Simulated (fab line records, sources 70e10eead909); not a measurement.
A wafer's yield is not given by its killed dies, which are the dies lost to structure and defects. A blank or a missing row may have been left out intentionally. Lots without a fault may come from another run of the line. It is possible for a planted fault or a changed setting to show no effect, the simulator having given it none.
Matching of chambers ; flow nandHarc ; NHARC_A_WL_FILL_STRIP_29 on rieDiel-08: 4 sister chambers
The step strips in O2, time 20 s. 18 wafers are shown with their chamber, then 9 later ones without.

WAFERS, EACH WITH ITS CHAMBER
wafer;chamber;drypumpMotorCurrentA (A);oesProductAu (a.u.);o2FlowSccm (sccm)
L882.3;1;5.6;0.993;501.2
L882.4;3;5.6;0.990;501.1
L882.5;2;5.3;1.015;500.6
L883.3;1;5.6;1.001;502.4
L883.4;3;5.6;0.991;499.3
L883.5;1;5.5;1.004;502.3
L891.2;0;5.9;1.015;499.2
L891.3;3;5.6;1.004;500.8
L891.4;2;5.3;1.009;501.9
L892.2;1;5.5;0.983;503.0
L892.4;0;5.9;1.006;501.6
L892.6;2;5.2;1.007;499.1
L895.2;0;5.9;1.028;498.4
L895.4;3;5.6;1.007;498.6
L895.6;0;5.8;1.024;498.7
L894.2;2;5.2;1.010;500.6
L894.3;3;5.6;1.004;500.7
L894.6;3;5.6;0.996;498.7

SIGNATURES, as means of the wafers listed above
reading;chamber 0;chamber 1;chamber 2;chamber 3;scatter within a chamber
drypumpMotorCurrentA;5.875;5.550;5.250;5.600;0.0443
oesProductAu;1.01825;0.99525;1.01025;0.99867;0.00782
o2FlowSccm;499.475;502.225;500.550;499.867;1.14
Rule: distance of a wafer from a chamber = root of the sum over the readings of ((wafer's reading minus chamber's mean) / reading's scatter) squared. The wafer belongs to the nearest chamber; if the next one is less than 2 further off, it can't be placed. The scatter: the root of (the sum of the squares of (reading less its chamber's mean) over the shown wafers, divided by (wafers less chambers)).

WAFERS WITH NO CHAMBER GIVEN
wafer;drypumpMotorCurrentA (A);oesProductAu (a.u.);o2FlowSccm (sccm)
L902.1;5.9;1.002;496.9
L902.2;5.6;0.987;504.3
L902.3;5.5;0.974;498.0
L903.2;5.6;0.984;501.1
L903.3;5.3;1.008;499.7
L903.6;5.6;0.999;499.3
L904.2;5.9;1.011;502.3
L904.3;5.5;0.995;502.2
L904.6;5.6;0.994;497.1

CHAMBER TAKEN BY EACH
wafer;from the rows above;in truth
L902.1;0;0
L902.2;can't be placed: 1 or 3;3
L902.3;can't be placed: 3 or 1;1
L903.2;can't be placed: 1 or 3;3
L903.3;2;2
L903.6;3;3
L904.2;0;0
L904.3;can't be placed: 1 or 3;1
L904.6;3;3
5 of 9 placed correctly. From these rows, 4 cannot be placed; in 4 the true chamber is one of the candidates. Number placed wrongly: 0.
